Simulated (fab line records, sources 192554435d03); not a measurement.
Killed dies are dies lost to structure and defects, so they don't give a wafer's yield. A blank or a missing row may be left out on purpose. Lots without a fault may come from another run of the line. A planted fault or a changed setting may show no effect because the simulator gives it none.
Split-lot experiment | flow n5_finfet | 7 lots, 21 wafers read, on a route of 1938 steps

THE SPLIT
At N5_FIN_CUT_CUT_ETCH_26 (etches SiNx in CH3F/O2, target depth 39 nm, time 55.7 s), the setting time_s was moved away from the recipe's 55.7 s on 9 of the 21 wafers read, by -21.2% to +14.4%. The other wafers ran this setting at the recipe's value.

FROM THE SPLIT TO THE READING: what the file shows between them, 3 steps
- N5_FIN_CUT_CUT_ETCH_27: etches SiO2 in CHF3/O2, target depth 4 nm, overetch 2 nm, time 4.9 s
- N5_FIN_CUT_PRECLEAN_35: cleans in vHF, time 13.3 s
- N5_FIN_CUT_CUT_ETCH_15: etches Si in HBr/Cl2/O2, target depth 100 nm, bt time 10 s, time 42.4 s

THE READING
SOC_of_FIN_CUT_COAT_18.thk_nm (the simulator's own value, which no gauge read), in nm, at N5_FIN_CUT_CUT_ETCH_28 (etches Si in HBr/Cl2/O2, target depth 6 nm, time 2.4 s). The file gives no usual value for it. The 12 wafers here that ran the recipe average 168.8 nm, standard deviation 0.82 nm.

wafer  | tool, chamber at the split | time_s as run, s | against the recipe | SOC_of_FIN_CUT_COAT_18.thk_nm, nm | against lot-mates on the recipe
L078.1 | rie_diel-02, 3             | 55.7             | recipe             | 168.8                             | -
L078.3 | rie_diel-02, 2             | 43.9             | -21.2%             | 172.8                             | +4.0
L078.5 | rie_diel-02, 2             | 43.9             | -21.2%             | 172.6                             | +3.8
L081.1 | rie_diel-01, 0             | 44.46            | -20.2%             | 172.4                             | no lot-mate on the recipe
L081.2 | rie_diel-01, 1             | 44.46            | -20.2%             | 172.4                             | no lot-mate on the recipe
L081.5 | rie_diel-01, 2             | 44.46            | -20.2%             | 172.6                             | no lot-mate on the recipe
L088.3 | rie_diel-01, 0             | 55.7             | recipe             | 168.4                             | -
L088.6 | rie_diel-01, 3             | 55.7             | recipe             | 168.4                             | -
L088.5 | rie_diel-01, 2             | 55.7             | recipe             | 167.8                             | -
L093.3 | rie_diel-02, 1             | 55.7             | recipe             | 169.2                             | -
L093.5 | rie_diel-02, 3             | 55.7             | recipe             | 170                               | -
L093.6 | rie_diel-02, 2             | 55.7             | recipe             | 170.2                             | -
L094.1 | rie_diel-02, 0             | 55.7             | recipe             | 168.6                             | -
L094.2 | rie_diel-02, 3             | 48.55            | -12.8%             | 171.6                             | +2.4
L094.6 | rie_diel-02, 0             | 55.7             | recipe             | 169.8                             | -
L096.1 | rie_diel-02, 0             | 63.74            | +14.4%             | 165.6                             | -3.0
L096.2 | rie_diel-02, 1             | 63.74            | +14.4%             | 164.8                             | -3.8
L096.6 | rie_diel-02, 2             | 55.7             | recipe             | 168.6                             | -
L097.1 | rie_diel-01, 1             | 55.7             | recipe             | 168.4                             | -
L097.2 | rie_diel-01, 3             | 51.79            | -7.0%              | 170.4                             | +2.5
L097.5 | rie_diel-01, 2             | 55.7             | recipe             | 167.4                             | -

THE FIT
A straight line over all 21 wafers: SOC_of_FIN_CUT_COAT_18.thk_nm changes by -0.2 nm for each +1% of time_s; r = -0.95; the points scatter about the line by 0.72 nm.
The same after taking each lot's own level away (the mean of its wafers on the recipe; 18 wafers): -0.205 nm for each +1%; r = -0.97; scatter 0.52 nm.
On that fit, the largest move of time_s shifts the reading by 4.3 nm.
The lots' own levels span 167.90 to 169.80 nm, that is 2.3 times the standard deviation above.
So the lot-to-lot level changes the slope little: the two slopes agree.
Check: with one of the wafers moved furthest among these (-21.2%) left out of the fit, the line predicts +4.43 nm for it against its lot-mates. It came out at +4 nm against them.

OTHER SPLITS ON THESE WAFERS
These wafers also went through other splits before the reading. Each is held against what the fit with the lots' levels taken away leaves over:
other split on the same wafers            | wafers away from the commonest value | r with SOC_of_FIN_CUT_COAT_18.thk_nm (lot level and that fit taken away)
N5_ZERO_LAYER_PECVD_02 time_s             | 4                                    | -0.39
N5_ZERO_LAYER_EXPOSE_08 dose_mj           | 7                                    | -0.10
N5_PMOS_HMC_CHANNEL_EPI_PEB_07 peb_time_s | 5                                    | -0.41
N5_PMOS_HMC_CHANNEL_EPI_ETCH_38 bias_w    | 7                                    | -0.43

THE WHOLE CHAIN: every reading that the file lists as answering this split, in the file's order
step                   | what it does                                                         | reading                                                                        | change (the file's fit)               | r (the file's)
N5_FIN_CUT_CUT_ETCH_26 | etches SiNx in CH3F/O2, target depth 39 nm, time 55.7 s              | etch.depth_nm (the simulator's own value, which no gauge read)                 | +0.382 nm for each +1% of the setting | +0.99
N5_FIN_CUT_CUT_ETCH_26 | etches SiNx in CH3F/O2, target depth 39 nm, time 55.7 s              | SOC_of_FIN_CUT_COAT_18.thk_nm (the simulator's own value, which no gauge read) | -0.195 nm for each +1% of the setting | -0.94
N5_FIN_CUT_CUT_ETCH_27 | etches SiO2 in CHF3/O2, target depth 4 nm, overetch 2 nm, time 4.9 s | SOC_of_FIN_CUT_COAT_18.thk_nm (the simulator's own value, which no gauge read) | -0.189 nm for each +1% of the setting | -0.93
N5_FIN_CUT_CUT_ETCH_28 | etches Si in HBr/Cl2/O2, target depth 6 nm, time 2.4 s               | SOC_of_FIN_CUT_COAT_18.thk_nm (the simulator's own value, which no gauge read) | -0.207 nm for each +1% of the setting | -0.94

THE FILE'S OWN FIT
SOC_of_FIN_CUT_COAT_18.thk_nm changes by -0.207 nm for each +1% of time_s, r = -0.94.
